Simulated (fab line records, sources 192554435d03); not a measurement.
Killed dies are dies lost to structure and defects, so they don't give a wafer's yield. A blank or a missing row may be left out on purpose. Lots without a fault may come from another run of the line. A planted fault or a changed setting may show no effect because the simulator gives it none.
Chamber matching | flow n5_finfet | N5_PASSIVATION_DESCUM_32 on rie_diel-01: 3 sister chambers
The step chemistry O2, time 7.9 s. 3 wafers are shown with their chamber, then 6 later ones without.

WAFERS WITH THEIR CHAMBER
wafer  | chamber | drypump_motor_current_A (A)
L430.2 | 2       | 6.5
L431.3 | 1       | 5.8
L431.4 | 3       | 5.6

WAFERS WITHOUT THEIR CHAMBER
wafer  | drypump_motor_current_A (A)
L431.5 | 6.4
L434.2 | 6.4
L434.3 | 5.8
L433.1 | 5.8
L433.4 | 5.6
L433.5 | 6.4

WHICH CHAMBER EACH WENT THROUGH
wafer  | from the rows above | in truth
L431.5 | 2                   | 2
L434.2 | 2                   | 2
L434.3 | 1                   | 1
L433.1 | 1                   | 1
L433.4 | 3                   | 3
L433.5 | 2                   | 2
Placed correctly: 6 of 6. Can't be placed from these rows: 0. Placed wrongly: 0.
How it was worked out, from the rows above alone: a wafer's distance from a chamber is the root of the sum, over the readings, of the square of ((its reading less the chamber's mean) divided by the reading's scatter). The wafer belongs to the nearest chamber; if the next one is less than 2 further off, it can't be placed. A chamber's mean is the mean of its shown wafers. The scatter: with one shown wafer a chamber, the root of the mean of the squares of how far each hidden wafer lies from its nearest shown one.
